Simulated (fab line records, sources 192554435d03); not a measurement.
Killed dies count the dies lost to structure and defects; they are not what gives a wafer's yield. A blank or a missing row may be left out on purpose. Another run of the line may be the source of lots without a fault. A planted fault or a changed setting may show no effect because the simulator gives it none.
2 desks, one fault    flow n5 finfet    what lay behind the numbers comes last; until then each desk has only its own

== AT THE TOOL OWNER'S DESK: rie diel-06 ==
The tool's own readings at N5_BEOL_M3_ETCH_70 (etches SOC in N2/H2, target depth 80 nm, overetch 16 nm, time 120 s): means of the sampled wafers that have a number, for each lot that ran on this tool. Any lot whose mean is over 4 standard deviations away from the usual mean is out of limits and marked OUT; that distance is given in the brackets. Shown are 7 of the 8 readings it has, namely the first that went out of limits plus those furthest out on some lot.
Columns: A = drypump motor current A at N5_BEOL_M3_ETCH_70, usual 5.5 A; B = oes product au at N5_BEOL_M3_ETCH_70, usual 0.62 a.u.; C = rf vpp V at N5_BEOL_M3_ETCH_70, usual 523.6 V; D = run length s at N5_BEOL_M3_ETCH_70, usual 143.4 s; E = showerhead plenum p Torr at N5_BEOL_M3_ETCH_70, usual 2.53 Torr; F = temp c at N5_BEOL_M3_ETCH_70, usual 39.99 C; G = throttle valve pct at N5_BEOL_M3_ETCH_70, usual 17.8 %
lot   first seen here  A    B     C      D                E     F      G
L590  day 8 19:41      5.5  0.58  522.8  143.2            2.49  39.91  17.8
L589  day 8 22:31      5.3  0.59  523.8  143.3            2.51  39.89  17.9
L592  day 9 06:47      5.2  0.59  523.5  143.3            2.51  40.00  17.9
L596  day 10 10:30     5.6  0.52  521.4  157.2 (+42) OUT  2.44  39.96  18.1
L597  day 10 20:24     5.3  0.50  521.4  171.4 (+85) OUT  2.45  39.98  18.2
L603  day 12 03:46     5.5  0.62  523.5  164.6 (+64) OUT  2.52  39.88  17.3
Finding of this desk: L596, L597, L603 out of limits; the first was L596 at day 10 10:30, on run length s at N5_BEOL_M3_ETCH_70. Within limits: L590, L589, L592.

== METROLOGY DESK ==
Lot by lot, what the gauges showed, no matter which tool ran the lot: averages of those sampled wafers that carry a number. Any lot whose mean is over 4 standard deviations away from the usual mean is out of limits and marked OUT; that distance is given in the brackets. 7 of its 11 readings are shown, namely those furthest out on some lot.
Columns: A = DIBL_P at N5_BEOL_M4_RC_MEAS_101, usual 36 mV/V; B = IOFF_P at N5_BEOL_M4_RC_MEAS_101, usual 0.20 nA/um; C = ION_N at N5_BEOL_M4_RC_MEAS_101, usual 676 uA/um; D = ION_P at N5_BEOL_M4_RC_MEAS_101, usual 462 uA/um; E = SS_P at N5_BEOL_M4_RC_MEAS_101, usual 73.2 mV/dec; F = VT_N at N5_BEOL_M4_RC_MEAS_101, usual 251 mV; G = VT_P at N5_BEOL_M4_RC_MEAS_101, usual -252 mV
lot   first seen here  A   B     C    D    E     F    G
L590  day 7 19:47      38  0.22  682  464  73.8  248  -252
L589  day 7 21:57      33  0.18  678  464  72.8  252  -251
L592  day 8 11:37      35  0.22  670  462  73.4  252  -250
L596  day 9 18:55      36  0.18  664  452  73.3  252  -254
L597  day 10 13:08     35  0.21  684  472  73.0  250  -249
L603  day 11 23:18     32  0.14  674  458  72.2  254  -254
L606  day 12 16:54     33  0.17  661  462  72.5  255  -254
L608  day 13 08:34     38  0.25  677  469  73.6  248  -245
L609  day 13 15:14     38  0.25  659  460  73.6  252  -248
Result from this desk: across the 9 lots, nothing is out of limits.

== PUT TOGETHER ==
On L596, L597, L603, at day 10 10:30, an alarm was possible from the tool owner's desk.
Metrology desk: nothing out of limits seen.
The metrology desk holds a record of L596, L597, L603, inside its limits.
Every lot named ran N5_BEOL_M3_ETCH_70 on rie diel-06.

== WHAT THE SIMULATOR HAD INSERTED ==
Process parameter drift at N5_BEOL_M3_ETCH_70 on rie diel-06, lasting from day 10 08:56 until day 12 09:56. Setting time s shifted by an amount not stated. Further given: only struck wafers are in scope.
Lots struck among those shown: L596, L597, L603.
Delay in hours, fault start to first out-of-limits reading, by desk: the tool owner's desk at 2.
